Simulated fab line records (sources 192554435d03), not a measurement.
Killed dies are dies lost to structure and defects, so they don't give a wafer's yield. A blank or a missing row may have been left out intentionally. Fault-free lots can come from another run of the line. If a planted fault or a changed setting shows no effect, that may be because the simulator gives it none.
2 desks, one fault / flow n5 finfet / what lay behind the numbers comes last; until then each desk has only its own

AT THE METROLOGY DESK
What the gauges read, lot by lot, whatever tool the lot ran on: means of the sampled wafers that have a number. Any lot whose mean is over 4 standard deviations away from the usual mean is out of limits and marked OUT; that distance is given in the brackets. Of its 11 readings 7 are shown: those that lie furthest out on some lot.
Columns: A = M2_THK at N5_BEOL_M2_THK_MEAS_53, usual 40.2 nm; B = DIBL_N at N5_BEOL_M4_RC_MEAS_101, usual 37.3 mV/V; C = DIBL_P at N5_BEOL_M4_RC_MEAS_101, usual 37.4 mV/V; D = IOFF_N at N5_BEOL_M4_RC_MEAS_101, usual 0.18 nA/um; E = SS_N at N5_BEOL_M4_RC_MEAS_101, usual 71.8 mV/dec; F = SS_P at N5_BEOL_M4_RC_MEAS_101, usual 73.6 mV/dec; G = VT_N at N5_BEOL_M4_RC_MEAS_101, usual 248 mV
lot=L160; first seen here=day 7 12:53; A=40.8; B=36.8; C=37.0; D=0.16; E=71.8; F=73.8; G=248
lot=L162; first seen here=day 7 21:16; A=40.1; B=34.8; C=35.4; D=0.13; E=71.5; F=72.1; G=253
lot=L164; first seen here=day 8 05:52; A=39.0; B=39.0; C=40.3; D=0.21; E=72.1; F=74.0; G=246
lot=L165; first seen here=day 8 17:28; A=40.9; B=34.6; C=33.6; D=0.13; E=70.8; F=74.0; G=250
lot=L172; first seen here=day 10 15:40; A=39.9; B=36.7; C=37.1; D=0.17; E=71.4; F=73.5; G=250
lot=L175; first seen here=day 10 22:25; A=39.4; B=33.7; C=34.2; D=0.14; E=71.0; F=73.1; G=250
lot=L178; first seen here=day 11 20:16; A=39.8; B=39.2; C=37.6; D=0.19; E=72.3; F=73.7; G=250
lot=L179; first seen here=day 11 21:59; A=40.9; B=37.8; C=38.2; D=0.18; E=71.8; F=73.3; G=249
lot=L182; first seen here=day 12 15:06; A=42.2; B=36.7; C=35.3; D=0.17; E=71.3; F=73.1; G=248
This desk's finding: nothing out of limits on any of the 9 lots.

FOR THE TOOL OWNER'S DESK: rie diel-05
The tool's own readings at N5_BEOL_M3_ETCH_63 (etches SiARC in CF4, target depth 15.6 nm, time 26 s): means of the sampled wafers that have a number, for each lot that ran on this tool. Any lot whose mean is over 4 standard deviations away from the usual mean is out of limits and marked OUT; that distance is given in the brackets.
Columns: A = drypump motor current A at N5_BEOL_M3_ETCH_63, usual 5.8 A; B = etch rf on time s at N5_BEOL_M3_ETCH_63, usual 25.8 s; C = oes product au at N5_BEOL_M3_ETCH_63, usual 0.70 a.u.; D = rf vpp V at N5_BEOL_M3_ETCH_63, usual 183.9 V; E = showerhead plenum p Torr at N5_BEOL_M3_ETCH_63, usual 2.12 Torr; F = throttle valve pct at N5_BEOL_M3_ETCH_63, usual 15.50 %
lot=L164; first seen here=day 8 07:33; A=5.7; B=25.7; C=0.77; D=184.6; E=2.16; F=15.20
lot=L165; first seen here=day 8 18:49; A=6.2; B=25.6; C=0.70; D=183.9; E=2.10; F=15.47
lot=L172; first seen here=day 10 17:02; A=6.1; B=18.3 (-7.7) OUT; C=0.82; D=183.6; E=2.10; F=15.59
lot=L175; first seen here=day 10 23:32; A=5.7; B=18.8 (-7.2) OUT; C=0.83; D=184.1; E=2.14; F=15.48
Finding of this desk: L172, L175 out of limits; the first was L172 at day 10 17:02, on etch rf on time s at N5_BEOL_M3_ETCH_63. Within limits: L164, L165.

TAKEN TOGETHER
At day 10 17:02, on L172, L175, the tool owner's desk was in a position to raise an alarm.
At the metrology desk, nothing out of limits was observed.
The metrology desk has L172, L175 on record, within its limits.
Every lot named ran N5_BEOL_M3_ETCH_63 on rie diel-05.

WHAT THE SIMULATOR PUT IN
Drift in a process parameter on rie diel-05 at N5_BEOL_M3_ETCH_63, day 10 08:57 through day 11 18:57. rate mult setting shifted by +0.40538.
Struck lots among those shown: L172, L175.
How many hours passed from the start of the fault until each desk's first out-of-limits reading: the tool owner's desk, 8.
